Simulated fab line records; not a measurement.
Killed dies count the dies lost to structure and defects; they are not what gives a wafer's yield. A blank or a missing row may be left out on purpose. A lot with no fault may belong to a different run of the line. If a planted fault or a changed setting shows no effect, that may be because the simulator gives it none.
Matching of chambers :: flow nandHarc :: NHARC_A_SGD_CUT_DEP_00 on pecvd-01 has 3 sister chambers
The step deposits SiNx, target thk 50 nm. 3 wafers are shown with their chamber, then 7 later ones without.

## WAFERS WITH THEIR CHAMBER
wafer: L979.5
chamber: 1
heaterPowerW (W): 835

wafer: L982.3
chamber: 0
heaterPowerW (W): 823

wafer: L982.4
chamber: 2
heaterPowerW (W): 717

## WAFERS MISSING THEIR CHAMBER
wafer: L982.5
heaterPowerW (W): 835

wafer: L996.1
heaterPowerW (W): 701

wafer: L996.2
heaterPowerW (W): 724

wafer: L996.6
heaterPowerW (W): 884

wafer: L994.1
heaterPowerW (W): 727

wafer: L994.3
heaterPowerW (W): 768

wafer: L994.5
heaterPowerW (W): 772

## WHICH CHAMBER EACH WENT THROUGH
wafer: L982.5
from the rows above: can't be placed: 1 or 0
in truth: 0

wafer: L996.1
from the rows above: 2
in truth: 2

wafer: L996.2
from the rows above: 2
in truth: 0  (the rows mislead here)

wafer: L996.6
from the rows above: can't be placed: 1 or 0
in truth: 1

wafer: L994.1
from the rows above: 2
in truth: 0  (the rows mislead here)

wafer: L994.3
from the rows above: can't be placed: 2 or 0 or 1
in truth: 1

wafer: L994.5
from the rows above: can't be placed: 0 or 2 or 1
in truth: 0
1 of 7 placed correctly. From these rows, 4 cannot be placed; in 4 the true chamber is one of the candidates. Wrongly placed: 2.
How it was worked out, from the rows above alone: a wafer's distance from a chamber is the root of the sum, over the readings, of the square of ((its reading less the chamber's mean) divided by the reading's scatter). If the next closest chamber is less than 2 further off than the closest, the wafer can't be placed; otherwise it belongs to the closest. A chamber's mean is the mean of its shown wafers. The scatter: root of mean squared gap, hidden wafer to nearest shown wafer, with one shown wafer a chamber.
